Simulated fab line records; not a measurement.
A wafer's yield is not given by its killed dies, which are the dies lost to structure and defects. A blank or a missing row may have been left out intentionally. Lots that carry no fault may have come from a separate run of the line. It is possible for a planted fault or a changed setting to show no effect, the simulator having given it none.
Split-lot trial | flow n5_finfet | 21 wafers read across 7 lots, on a route 1938 steps long

## THE SPLIT ITSELF
At N5_BEOL_M13_EXPOSE_25 (exposes mask M13, target cd 210 nm), the setting dose_mj was moved away from the recipe's 22 on 8 of the 21 wafers read, by -6.7% to +5.9%. All remaining wafers had this setting at the recipe value.

Split to reading: the file shows no intervening step.

## THE READING
BEOL_M13.cd_nm (the simulator's own value, which no gauge read), in nm, at N5_BEOL_M13_DESCUM_33 (chemistry O2, time 7.9 s). No usual value for it is given in the file. Here, 13 wafers ran the recipe; their average is 210.4 nm with a standard deviation of 1.6 nm.

wafer  | tool, chamber at the split | dose_mj as run | against the recipe | BEOL_M13.cd_nm, nm | against lot-mates on the recipe
L075.1 | krf_scanner-02, 0          | 22             | recipe             | 210.4              | -
L075.2 | krf_scanner-02, 0          | 22             | recipe             | 207.4              | -
L075.5 | krf_scanner-02, 0          | 22             | recipe             | 208.6              | -
L080.1 | krf_scanner-01, 0          | 22             | recipe             | 211.6              | -
L080.3 | krf_scanner-01, 0          | 22             | recipe             | 210.4              | -
L080.4 | krf_scanner-01, 0          | 22             | recipe             | 210                | -
L086.2 | krf_scanner-02, 0          | 20.85          | -5.2%              | 202.2              | no lot-mate on the recipe
L086.3 | krf_scanner-02, 0          | 20.85          | -5.2%              | 204.6              | no lot-mate on the recipe
L086.4 | krf_scanner-02, 0          | 20.85          | -5.2%              | 204.4              | no lot-mate on the recipe
L087.1 | krf_scanner-01, 0          | 22             | recipe             | 212.2              | -
L087.3 | krf_scanner-01, 0          | 22             | recipe             | 212.8              | -
L087.5 | krf_scanner-01, 0          | 22             | recipe             | 213                | -
L093.1 | krf_scanner-02, 0          | 22             | recipe             | 210.4              | -
L093.4 | krf_scanner-02, 0          | 21.34          | -3.0%              | 208.4              | -2.0
L093.6 | krf_scanner-02, 0          | 21.34          | -3.0%              | 209.4              | -1.0
L095.1 | krf_scanner-02, 0          | 22             | recipe             | 208.4              | -
L095.4 | krf_scanner-02, 0          | 20.53          | -6.7%              | 202.4              | -6.4
L095.6 | krf_scanner-02, 0          | 22             | recipe             | 209.2              | -
L097.1 | krf_scanner-01, 0          | 23.29          | +5.9%              | 216.2              | +5.8
L097.4 | krf_scanner-01, 0          | 23.29          | +5.9%              | 214.8              | +4.4
L097.5 | krf_scanner-01, 0          | 22             | recipe             | 210.4              | -

THE FIT
A straight line over all 21 wafers: BEOL_M13.cd_nm changes by +1.05 nm for each +1% of dose_mj; r = +0.90; the points scatter about the line by 1.7 nm.
The same after taking each lot's own level away (the mean of its wafers on the recipe; 18 wafers): +0.85 nm for each +1%; r = +0.95; scatter 0.82 nm.
Per that fit: largest dose_mj move, reading shift of 5.7 nm.
Measured against the standard deviation above, the lots' own levels, which go from 208.80 to 212.67 nm, span 2.4 times it.
Thus the slope moves with the lot-to-lot level: the two fits are different.
Check: for one of the wafers moved furthest among these (-6.7%), held out of the fit, the line's prediction against its lot-mates is -5.07 nm. It came out at -6.4 nm against them.

## THE OTHER SPLITS THESE WAFERS WENT THROUGH
Note: prior to the reading, these wafers also went through further splits. Each is held against what the fit with the lots' levels taken away leaves over:
other split on the same wafers      | wafers away from the commonest value | r with BEOL_M13.cd_nm (lot level and that fit taken away)
N5_BEOL_M8_COAT_22 spin_rpm         | 8                                    | +0.35
N5_BEOL_M9_ETCH_66 time_s           | 10                                   | -0.03
N5_BEOL_M10_PEB_26 peb_time_s       | 10                                   | -0.15
N5_BEOL_M10_TRENCH_ETCH_37 source_w | 7                                    | +0.33
N5_BEOL_M11_VIA_ETCH_34 time_s      | 5                                    | +0.00
N5_BEOL_M11_ETCH_41 time_s          | 8                                    | +0.15

## FILE'S OWN FIT
BEOL_M13.cd_nm changes by +0.877 nm for each +1% of dose_mj, r = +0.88.
